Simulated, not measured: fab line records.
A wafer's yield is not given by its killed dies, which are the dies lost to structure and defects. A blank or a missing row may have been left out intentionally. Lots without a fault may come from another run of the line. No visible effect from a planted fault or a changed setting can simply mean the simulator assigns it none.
Matching of chambers -- flow n5-finfet -- N5_BEOL_M1_ETCH_77 on rie-diel-05: 4 sister chambers
The step etches underlayer in N2/H2, target depth 6.5 nm, time 5.2 s. 16 wafers are shown with their chamber, then 8 later ones without.

## EACH WAFER AND ITS CHAMBER
wafer,chamber,throttle-valve-pct (%),oes-product-au (a.u.),rf-vpp-V (V)
L075.2,1,17.62,0.66,524.0
L075.4,3,17.85,0.58,523.2
L075.6,2,17.86,0.62,524.9
L079.3,3,17.87,0.57,522.5
L079.4,0,17.70,0.79,526.8
L079.5,1,17.65,0.65,525.0
L081.2,2,17.87,0.59,523.3
L081.4,3,17.85,0.56,522.2
L081.5,1,17.63,0.64,524.5
L082.1,3,17.87,0.57,523.0
L082.3,0,17.71,0.78,526.2
L082.5,3,17.86,0.57,523.1
L080.2,2,17.86,0.61,523.6
L080.5,2,17.88,0.60,524.3
L080.6,1,17.61,0.65,524.8
L084.2,1,17.63,0.64,524.7

SIGNATURES (averages over the wafers above)
reading,chamber 0,chamber 1,chamber 2,chamber 3,scatter within a chamber
throttle-valve-pct,17.7050,17.6280,17.8675,17.8600,0.0116
oes-product-au,0.7850,0.6480,0.6050,0.5700,0.00926
rf-vpp-V,526.500,524.600,524.025,522.800,0.504
Rule: distance of a wafer from a chamber = root of the sum over the readings of ((wafer's reading minus chamber's mean) / reading's scatter) squared. If the next closest chamber is less than 2 further off than the closest, the wafer can't be placed; otherwise it belongs to the closest. The scatter is the square root of a quotient: the sum, over the shown wafers, of each reading's squared deviation from its chamber's mean, divided by wafers minus chambers.

## WAFERS WITHOUT THEIR CHAMBER
wafer,throttle-valve-pct (%),oes-product-au (a.u.),rf-vpp-V (V)
L084.4,17.88,0.57,522.8
L084.6,17.64,0.66,521.7
L087.3,17.90,0.59,523.0
L087.4,17.71,0.77,526.8
L087.5,17.66,0.64,524.9
L092.1,17.88,0.57,526.0
L092.2,17.67,0.74,527.7
L092.3,17.63,0.64,525.2

## CHAMBER TAKEN BY EACH
wafer,from the rows above,in truth
L084.4,3,3
L084.6,1,1
L087.3,can't be placed: 2 or 3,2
L087.4,0,0
L087.5,1,1
L092.1,can't be placed: 2 or 3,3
L092.2,0,0
L092.3,1,1
Correctly placed: 6 of 8. Cannot be placed on the basis of these rows: 2; the candidates contain the true chamber in 2. Wrongly placed: 0.
